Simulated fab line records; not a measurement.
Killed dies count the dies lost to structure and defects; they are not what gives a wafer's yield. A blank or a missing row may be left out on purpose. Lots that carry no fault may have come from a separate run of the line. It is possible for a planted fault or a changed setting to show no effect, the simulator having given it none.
Chamber matching	flow nand_harc	3 sister chambers for NHARC_A_CONTACT_DEP_58 on pecvd-02
The step deposits SiON, target thk 90 nm. 6 wafers are shown with their chamber, then 9 later ones without.

== EACH WAFER AND ITS CHAMBER ==
wafer	chamber	heater_power_w (W)
L090.1	0	817
L090.4	0	840
L090.5	1	842
L090.2	2	788
L090.3	1	793
L090.6	2	808

== WAFERS WHOSE CHAMBER IS MISSING ==
wafer	heater_power_w (W)
L092.4	785
L092.5	816
L092.6	730
L095.3	756
L095.5	858
L095.6	843
L096.2	820
L096.3	755
L096.4	793

== WHICH CHAMBER EACH WENT THROUGH ==
wafer	from the rows above	in truth
L092.4	can't be placed: 2 or 1 or 0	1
L092.5	can't be placed: 1 or 0 or 2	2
L092.6	can't be placed: 2 or 1 or 0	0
L095.3	can't be placed: 2 or 1 or 0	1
L095.5	can't be placed: 0 or 1 or 2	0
L095.6	can't be placed: 0 or 1 or 2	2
L096.2	can't be placed: 1 or 0 or 2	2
L096.3	can't be placed: 2 or 1 or 0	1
L096.4	can't be placed: 2 or 1 or 0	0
0 of 9 placed correctly. Cannot be placed on the basis of these rows: 9; the candidates contain the true chamber in 9. Number placed wrongly: 0.
How it was worked out, from the rows above alone: a wafer's distance from a chamber is the root of the sum, over the readings, of the square of ((its reading less the chamber's mean) divided by the reading's scatter). The wafer belongs to the nearest chamber; if the next one is less than 2 further off, it can't be placed. For every chamber, the mean is computed from those of its wafers that are shown. How the scatter is found: for the shown wafers, subtract from each reading the mean of its chamber, square and add these, divide the total by (wafers less chambers), then take the root.
